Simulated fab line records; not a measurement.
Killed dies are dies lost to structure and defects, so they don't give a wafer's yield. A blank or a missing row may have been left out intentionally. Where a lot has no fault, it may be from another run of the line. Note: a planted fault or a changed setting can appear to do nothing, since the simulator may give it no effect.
Matching of chambers + flow nand_harc + NHARC_A_BLC_STRIP_29 on rie_diel-05 has 4 sister chambers
The step strips in CF4. 8 wafers are shown with their chamber, then 7 later ones without.

== WAFERS, EACH WITH ITS CHAMBER ==
| wafer  | chamber | drypump_motor_current_A (A) | throttle_valve_pct (%) |
|--------|---------|-----------------------------|------------------------|
| L970.2 | 2       | 5.57                        | 13.295                 |
| L977.4 | 3       | 5.40                        | 13.289                 |
| L977.6 | 0       | 5.65                        | 13.291                 |
| L981.2 | 0       | 5.65                        | 13.283                 |
| L981.5 | 2       | 5.59                        | 13.282                 |
| L981.6 | 1       | 5.41                        | 13.290                 |
| L979.4 | 3       | 5.41                        | 13.282                 |
| L979.5 | 1       | 5.43                        | 13.288                 |

== WAFERS WHOSE CHAMBER IS MISSING ==
| wafer  | drypump_motor_current_A (A) | throttle_valve_pct (%) |
|--------|-----------------------------|------------------------|
| L979.6 | 5.65                        | 13.298                 |
| L982.2 | 5.66                        | 13.257                 |
| L982.3 | 5.33                        | 13.291                 |
| L982.4 | 5.51                        | 13.276                 |
| L988.2 | 5.38                        | 13.278                 |
| L988.3 | 5.63                        | 13.276                 |
| L988.4 | 5.43                        | 13.290                 |

== WHICH CHAMBER EACH ONE RAN IN ==
| wafer  | from the rows above     | in truth                   |
|--------|-------------------------|----------------------------|
| L979.6 | 0                       | 0                          |
| L982.2 | 0                       | 0                          |
| L982.3 | can't be placed: 3 or 1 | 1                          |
| L982.4 | can't be placed: 2 or 1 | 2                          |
| L988.2 | can't be placed: 3 or 1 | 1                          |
| L988.3 | 0                       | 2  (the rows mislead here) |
| L988.4 | can't be placed: 1 or 3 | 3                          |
2 of 7 placed correctly. From these rows, 4 cannot be placed; in 4 the true chamber is one of the candidates. 1 placed wrongly.
How it was worked out, from the rows above alone: a wafer's distance from a chamber is the root of the sum, over the readings, of the square of ((its reading less the chamber's mean) divided by the reading's scatter). The wafer belongs to the nearest chamber; if the next one is less than 2 further off, it can't be placed. Each chamber's mean is taken over the wafers shown for it. The scatter: take each reading less its chamber's mean, square it, sum over the shown wafers, divide by the number of wafers less the number of chambers, and take the root.
